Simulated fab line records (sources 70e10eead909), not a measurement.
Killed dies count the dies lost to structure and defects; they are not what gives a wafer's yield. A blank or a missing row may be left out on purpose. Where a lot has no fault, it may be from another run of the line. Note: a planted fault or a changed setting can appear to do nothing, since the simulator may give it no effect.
One fault through the eyes of 2 desks | flow nandHarc | what lay behind the numbers comes last; until then each desk has only its own

THE METROLOGY DESK
Means of the sampled wafers that have a number, per lot and without regard to the tool the lot ran on: this is what the gauges read. Any lot whose mean is over 4 standard deviations away from the usual mean is out of limits and marked OUT; that distance is given in the brackets.
Columns: A = cdNm at NHARC_THIN_TSV_CD_MEAS_33, usual 5000.8 nm; B = cdNm at NHARC_THIN_TSV_CD_MEAS_37, usual 5001.5 nm
lot  | first seen here | A      | B
L774 | day 24 10:01    | 5001.5 | 4999.9
L779 | day 26 13:17    | 5001.6 | 5003.6
L787 | day 29 04:30    | 5000.8 | 5003.0
L786 | day 29 12:11    | 4998.8 | 5000.4
L785 | day 29 13:17    | 5001.0 | 5004.1
L791 | day 32 10:52    | 4999.9 | 5000.5
This desk's verdict: no lot among the 6 shows anything out of limits.

THE DEFECT DESK
What the inspections along the route counted, lot by lot: means of the sampled wafers that have a number. Any lot whose mean is over 4 standard deviations away from the usual mean is out of limits and marked OUT; that distance is given in the brackets.
Columns: A = rawDefectCount at NHARC_THIN_TSV_INSPECT_40, usual 568
lot  | first seen here | A
L774 | day 24 15:16    | 494
L779 | day 26 20:10    | 621
L787 | day 29 10:32    | 545
L785 | day 29 18:14    | 551
L786 | day 29 18:14    | 498
L791 | day 32 16:10    | 572
This desk's verdict: no lot among the 6 shows anything out of limits.

PUT TOGETHER
Metrology desk: nothing out of limits seen.
No out-of-limits result turned up at the defect desk.

WHAT WAS PUT IN BY THE SIMULATOR
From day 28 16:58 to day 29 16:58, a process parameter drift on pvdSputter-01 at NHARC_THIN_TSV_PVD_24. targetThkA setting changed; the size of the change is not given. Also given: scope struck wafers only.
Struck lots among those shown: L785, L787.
